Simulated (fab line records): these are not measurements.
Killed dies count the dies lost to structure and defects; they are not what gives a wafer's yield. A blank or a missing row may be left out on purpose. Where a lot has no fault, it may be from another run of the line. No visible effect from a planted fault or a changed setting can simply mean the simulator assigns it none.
Split-lot study + flow n5Finfet + route with 1938 steps; 7 lots, 21 wafers read

== ON THE SPLIT ==
At N5_BEOL_M13_COAT_04 (resist thk 400 nm), the setting spinRpm was moved away from the recipe's 1625 rpm on 9 of the 21 wafers read, by -10.5% to +10.8%. All remaining wafers had this setting at the recipe value.

The reading comes from the split's own step.

== THE READING ==
coat_of_BEOL_M13_COAT_04.thkNm (the simulator's own value, which no gauge read), in nm, at N5_BEOL_M13_COAT_04 (resist thk 400 nm). The file does not state a usual value for it. The 12 wafers here that ran the recipe average 400.0 nm, standard deviation 0.73 nm.

| wafer  | tool, chamber at the split | spinRpm as run, rpm | against the recipe | coat_of_BEOL_M13_COAT_04.thkNm, nm | against lot-mates on the recipe |
|--------|----------------------------|---------------------|--------------------|------------------------------------|---------------------------------|
| L074.1 | lithoTrack-05, 0           | 1625                | recipe             | 401                                | -                               |
| L074.2 | lithoTrack-05, 0           | 1510                | -7.1%              | 417.2                              | +16.2                           |
| L074.5 | lithoTrack-05, 0           | 1510                | -7.1%              | 416.8                              | +15.8                           |
| L079.1 | lithoTrack-05, 0           | 1455                | -10.5%             | 423.6                              | +25.0                           |
| L079.2 | lithoTrack-05, 0           | 1625                | recipe             | 398.6                              | -                               |
| L079.5 | lithoTrack-05, 0           | 1625                | recipe             | 398.6                              | -                               |
| L081.2 | lithoTrack-05, 0           | 1625                | recipe             | 400.2                              | -                               |
| L081.4 | lithoTrack-05, 0           | 1456                | -10.4%             | 422.4                              | +22.2                           |
| L081.5 | lithoTrack-05, 0           | 1456                | -10.4%             | 422.8                              | +22.6                           |
| L083.4 | lithoTrack-05, 0           | 1625                | recipe             | 400.6                              | -                               |
| L083.5 | lithoTrack-05, 0           | 1801                | +10.8%             | 380.8                              | -19.8                           |
| L083.6 | lithoTrack-05, 0           | 1801                | +10.8%             | 381.4                              | -19.2                           |
| L095.1 | lithoTrack-02, 0           | 1625                | recipe             | 399.8                              | -                               |
| L095.6 | lithoTrack-02, 0           | 1625                | recipe             | 399.8                              | -                               |
| L095.2 | lithoTrack-02, 0           | 1625                | recipe             | 400.6                              | -                               |
| L094.2 | lithoTrack-04, 0           | 1625                | recipe             | 400.6                              | -                               |
| L094.3 | lithoTrack-04, 0           | 1625                | recipe             | 400.6                              | -                               |
| L094.4 | lithoTrack-04, 0           | 1681                | +3.4%              | 395                                | -5.6                            |
| L092.1 | lithoTrack-02, 0           | 1625                | recipe             | 400                                | -                               |
| L092.4 | lithoTrack-02, 0           | 1625                | recipe             | 400                                | -                               |
| L092.6 | lithoTrack-02, 0           | 1744                | +7.3%              | 385.4                              | -14.6                           |

FIT RESULTS
A straight line over all 21 wafers: coat_of_BEOL_M13_COAT_04.thkNm changes by -2.04 nm for each +1% of spinRpm; r = -0.99; the points scatter about the line by 1.4 nm.
The same after taking each lot's own level away (the mean of its wafers on the recipe; 21 wafers): -2.06 nm for each +1%; r = -1.00; scatter 1.1 nm.
That fit puts the effect of the largest move of spinRpm on the reading at 22 nm.
Measured against the standard deviation above, the lots' own levels, which go from 398.60 to 401.00 nm, span 3.3 times it.
Consequently the slope shifts little with the lot-to-lot level, the two slopes agreeing.
Check: -22 nm against its lot-mates is what the line predicts for one of the wafers moved furthest among these (+10.8%) when that wafer is left out of the fit. It came out at -19.8 nm against them.

== THE WHOLE CHAIN: every reading that the file lists as answering this split, in the file's order ==
| step                    | what it does                                     | reading                                                                         | change (the file's fit)                                                                | r (the file's) |
|-------------------------|--------------------------------------------------|---------------------------------------------------------------------------------|----------------------------------------------------------------------------------------|----------------|
| N5_BEOL_M13_COAT_04     | resist thk 400 nm                                | coat_of_BEOL_M13_COAT_04.thkNm (the simulator's own value, which no gauge read) | -2.1 nm for each +1% of the setting                                                    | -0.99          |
| N5_BEOL_M13_VIA_ETCH_16 | etches SiOC in C4F8/O2/Ar, target depth 921.7 nm | coat_of_BEOL_M13_COAT_04.thkNm (the simulator's own value, which no gauge read) | -1.95 nm for each +1% of the setting, in a fit together with timeS@BEOL_M13_ILD_DEP_00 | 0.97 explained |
| N5_BEOL_M13_STRIP_63    | strips in N2/H2                                  | stripTimeToEndpointS                                                            | withheld for each +1% of the setting, in a fit together with timeS@BEOL_M13_ILD_DEP_00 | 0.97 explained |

== THE FILE'S OWN FIT ==
coat_of_BEOL_M13_COAT_04.thkNm changes by -2.1 nm for each +1% of spinRpm, r = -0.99.
